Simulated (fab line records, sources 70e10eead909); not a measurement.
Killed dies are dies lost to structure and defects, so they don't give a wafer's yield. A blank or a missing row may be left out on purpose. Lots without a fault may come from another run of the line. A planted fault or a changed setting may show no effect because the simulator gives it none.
Chamber matching | flow nand_harc | NHARC_A_CHANNEL_FILL_D1_ALD_25 on ald_hk-02: 4 sister chambers
The step deposits SiOx, target thk 60 nm, pulse time 10 s, ald cycles 600. 4 wafers are shown with their chamber, then 8 later ones without.

WAFERS WITH THEIR CHAMBER
wafer  | chamber | heater_power_w (W)
L411.1 | 0       | 427
L418.4 | 3       | 475
L418.6 | 1       | 330
L420.1 | 2       | 474

WAFERS WITHOUT THEIR CHAMBER
wafer  | heater_power_w (W)
L420.4 | 320
L420.5 | 479
L422.2 | 420
L422.4 | 473
L422.6 | 472
L427.1 | 335
L427.3 | 479
L427.5 | 421

WHICH CHAMBER EACH WENT THROUGH
wafer  | from the rows above     | in truth
L420.4 | 1                       | 1
L420.5 | can't be placed: 3 or 2 | 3
L422.2 | 0                       | 0
L422.4 | can't be placed: 2 or 3 | 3
L422.6 | can't be placed: 2 or 3 | 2
L427.1 | 1                       | 1
L427.3 | can't be placed: 3 or 2 | 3
L427.5 | 0                       | 0
Placed correctly: 4 of 8. Can't be placed from these rows: 4 (the true chamber is among the candidates in 4). Placed wrongly: 0.
How it was worked out, from the rows above alone: a wafer's distance from a chamber is the root of the sum, over the readings, of the square of ((its reading less the chamber's mean) divided by the reading's scatter). The wafer belongs to the nearest chamber; if the next one is less than 2 further off, it can't be placed. A chamber's mean is the mean of its shown wafers. The scatter: with one shown wafer a chamber, the root of the mean of the squares of how far each hidden wafer lies from its nearest shown one.
